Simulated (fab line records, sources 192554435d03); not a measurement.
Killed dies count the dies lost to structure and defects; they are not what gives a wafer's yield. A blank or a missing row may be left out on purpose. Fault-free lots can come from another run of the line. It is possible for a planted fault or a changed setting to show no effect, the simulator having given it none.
Matching of chambers / flow n5-finfet / rie-diel-04 running N5_DUMMY_GATE_ETCH_42: 4 sister chambers
The step etches SiO2 in CHF3/O2, target depth 3.5 nm, time 31 s. 7 wafers are shown with their chamber, then 8 later ones without.

== WAFERS WITH THEIR CHAMBER ==
wafer=L083.2; chamber=2; showerhead-plenum-p-Torr (Torr)=2.50; throttle-valve-pct (%)=19.2
wafer=L084.1; chamber=1; showerhead-plenum-p-Torr (Torr)=2.41; throttle-valve-pct (%)=18.3
wafer=L085.6; chamber=0; showerhead-plenum-p-Torr (Torr)=2.37; throttle-valve-pct (%)=19.2
wafer=L087.2; chamber=3; showerhead-plenum-p-Torr (Torr)=2.51; throttle-valve-pct (%)=18.7
wafer=L087.4; chamber=1; showerhead-plenum-p-Torr (Torr)=2.40; throttle-valve-pct (%)=18.4
wafer=L087.6; chamber=3; showerhead-plenum-p-Torr (Torr)=2.51; throttle-valve-pct (%)=18.7
wafer=L088.2; chamber=0; showerhead-plenum-p-Torr (Torr)=2.36; throttle-valve-pct (%)=19.2

== WAFERS WHOSE CHAMBER IS MISSING ==
wafer=L088.3; showerhead-plenum-p-Torr (Torr)=2.51; throttle-valve-pct (%)=18.8
wafer=L088.5; showerhead-plenum-p-Torr (Torr)=2.40; throttle-valve-pct (%)=18.3
wafer=L094.4; showerhead-plenum-p-Torr (Torr)=2.51; throttle-valve-pct (%)=18.8
wafer=L094.5; showerhead-plenum-p-Torr (Torr)=2.36; throttle-valve-pct (%)=19.2
wafer=L094.6; showerhead-plenum-p-Torr (Torr)=2.51; throttle-valve-pct (%)=18.8
wafer=L097.1; showerhead-plenum-p-Torr (Torr)=2.50; throttle-valve-pct (%)=18.8
wafer=L097.4; showerhead-plenum-p-Torr (Torr)=2.49; throttle-valve-pct (%)=19.3
wafer=L097.5; showerhead-plenum-p-Torr (Torr)=2.50; throttle-valve-pct (%)=18.8

== WHICH CHAMBER EACH WENT THROUGH ==
wafer=L088.3; from the rows above=3; in truth=3
wafer=L088.5; from the rows above=1; in truth=1
wafer=L094.4; from the rows above=3; in truth=3
wafer=L094.5; from the rows above=0; in truth=0
wafer=L094.6; from the rows above=3; in truth=3
wafer=L097.1; from the rows above=3; in truth=3
wafer=L097.4; from the rows above=2; in truth=2
wafer=L097.5; from the rows above=3; in truth=3
8 of 8 placed correctly. Left unplaced by these rows: 0. 0 placed wrongly.
How it was worked out, from the rows above alone: a wafer's distance from a chamber is the root of the sum, over the readings, of the square of ((its reading less the chamber's mean) divided by the reading's scatter). The wafer belongs to the nearest chamber; if the next one is less than 2 further off, it can't be placed. For every chamber, the mean is computed from those of its wafers that are shown. The scatter: take each reading less its chamber's mean, square it, sum over the shown wafers, divide by the number of wafers less the number of chambers, and take the root.
